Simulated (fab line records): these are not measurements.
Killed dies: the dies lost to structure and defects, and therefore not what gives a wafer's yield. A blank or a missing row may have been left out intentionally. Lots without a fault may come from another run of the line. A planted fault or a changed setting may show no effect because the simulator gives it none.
Struck lot and sound lot, side by side | flow n5-finfet | 16 out of 1938 route steps
Sound: these wafers, L561.2, L561.3, L561.5. Wafers struck: L568.1, L568.3, L568.5. The cause is named last.
For every step that has rows: the tool of each side, followed by ch and its chambers, followed by its first start. Under that, the readings that differ: sound wafers | struck wafers | difference of the means | sigmas: that difference in standard deviations of wafers without a fault.
alike: words and numbers the same on both sides, and readings whose means are apart by under 2 such deviations; not compared: readings that were withheld, readings missing a value for some wafer, numbers with overlapping values and no deviation given by the record, and bounds like >300 which may hide the same value.
A row with sigmas, a row that says differs or no value, or rows on one side alone: a step with any of these is where the two part. When numbers do not overlap yet have no deviation, they are printed without sigmas and do not part them. Lack of a reading on every wafer of one side parts them only where that side has two or more wafers.

first, 3 steps without rows for these wafers: N5_SDB_PRECLEAN_38 (cleans in dHF, time 10 s); N5_SDB_PRECLEAN_39 (cleans in O3/DIW, time 45 s); N5_SDB_SRD_28 (time 30 s).
N5_SDB_ALD_29: deposits SiNx, target thk 30 nm, pulse time 1 s, ald cycles 600.
  sound on ald-sin-03 ch 0,3, day 5 23:12; struck on ald-sin-04 ch 1,2,3, day 7 01:32
  alike: heater-power-w, precursor-pulse-height-rel
N5_SDB_CMP_30: polishes, stops on poly-Si, t overpolish 1.54 s, target thk 30 nm.
  sound on cmp-01 ch 0,1,2, day 6 02:01; struck on cmp-01 ch 0,1, day 7 04:18
  alike: motor-current-A, overpolish-run-s, platen-rpm, time-to-endpoint-s
  not compared: pad-life-wafers
N5_SDB_THK_MEAS_31:
  struck on film-metro-02, day 7 04:34; sound on film-metro-01, day 6 02:14
  alike: SDB_THK
N5_SDB_INSPECT_36: inspects for defects (darkfield).
  struck on defect-inspect-02, day 7 04:35; sound on defect-inspect-02, day 6 02:16
  alike: raw-defect-count
N5_DUMMY_REMOVAL_HM_STRIP_01: strips SiNx in CH3F/O2, stops on poly-Si, target depth 4 nm, time 6.8 s.
  sound on rie-diel-02 ch 1,2, day 6 02:17; struck on rie-diel-05 ch 0,1,2, day 7 04:37
  alike: drypump-motor-current-A, oes-product-au, rf-vpp-V, showerhead-plenum-p-Torr, throttle-valve-pct
  not compared: rf-hours-counter-h
N5_DUMMY_REMOVAL_STRIP_10: strips in N2/H2, time 40 s.
  sound on rie-diel-02 ch 1,2, day 6 02:19; struck on rie-diel-05 ch 0,1,2, day 7 04:39
  alike: drypump-motor-current-A, oes-product-au, rf-vpp-V, showerhead-plenum-p-Torr, throttle-valve-pct
  not compared: rf-hours-counter-h
then, 2 steps without rows for these wafers: N5_DUMMY_REMOVAL_PRECLEAN_07 (cleans in dHF, time 30 s); N5_DUMMY_REMOVAL_DUMMY_REMOVE_02 (chemistry TMAH, target poly-Si, stops on SiO2, target depth 142 nm, time 57 s, rinse time 30 s).
N5_DUMMY_REMOVAL_INSPECT_06: inspects for defects (brightfield).
  struck on defect-inspect-01, day 7 04:49; sound on defect-inspect-02, day 6 02:29
  alike: raw-defect-count
N5_DUMMY_REMOVAL_PRECLEAN_08: cleans in NF3:NH3, afs cycles 2, time 20 s, sublimation time 60 s.
  sound on remote-plasma-01 ch 0, day 6 02:33; struck on remote-plasma-02 ch 1, day 7 04:51
  reading    | sound             | struck            | difference | sigmas
  temp-c (C) | 30.01 29.98 30.07 | 29.41 29.33 29.47 | -0.62      | -6
then, 1 step without rows for these wafers: N5_DUMMY_REMOVAL_PRECLEAN_04 (cleans in DHF, time 37 s).
-- a jump in the record: the struck wafers' starts before and after are 7 days apart (it breaks off in module DUMMY_REMOVAL and resumes in module BEOL_M4, where the first step shown is number 1111 of the route) --
N5_BEOL_M4_RC_MEAS_101:
  sound on prober-02 ch 0, day 13 03:19; struck on prober-02 ch 0, day 13 18:40
  alike: DIBL_N, DIBL_P, IOFF_N, IOFF_P, ION_N, ION_P, SS_N, SS_P, VT_N, VT_P
-- here the record skips 4 days between the struck wafers' starts before and after, leaving off in module BEOL_M4 and picking up in module PASSIVATION (first step shown: number 1936 of the route) --
N5_PASSIVATION_PROBE_49:
  struck on prober-01, day 18 06:34; sound on prober-02, day 18 01:58
  alike: defect-limited-yield, killed_at_M0_to_M3, killed_at_M4_up, killed-at-contacts, killed-at-front-end, killed-at-other, killed-dies, killed-on-rim, killed-open, killed-short, sort_bin_5_function, sort_bin_6_memory, sort_bin_8_speed, sort-n-pass, sort-yield-pct

WHERE THEY PART
At N5_DUMMY_REMOVAL_PRECLEAN_08 and nowhere else, as far as this record goes. Later steps at which nothing parts them and some readings are alike: N5_BEOL_M4_RC_MEAS_101, N5_PASSIVATION_PROBE_49.

WHY: what the simulator had put in
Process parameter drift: remote-plasma-02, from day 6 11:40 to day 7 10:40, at N5_DUMMY_REMOVAL_PRECLEAN_08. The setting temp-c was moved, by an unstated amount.
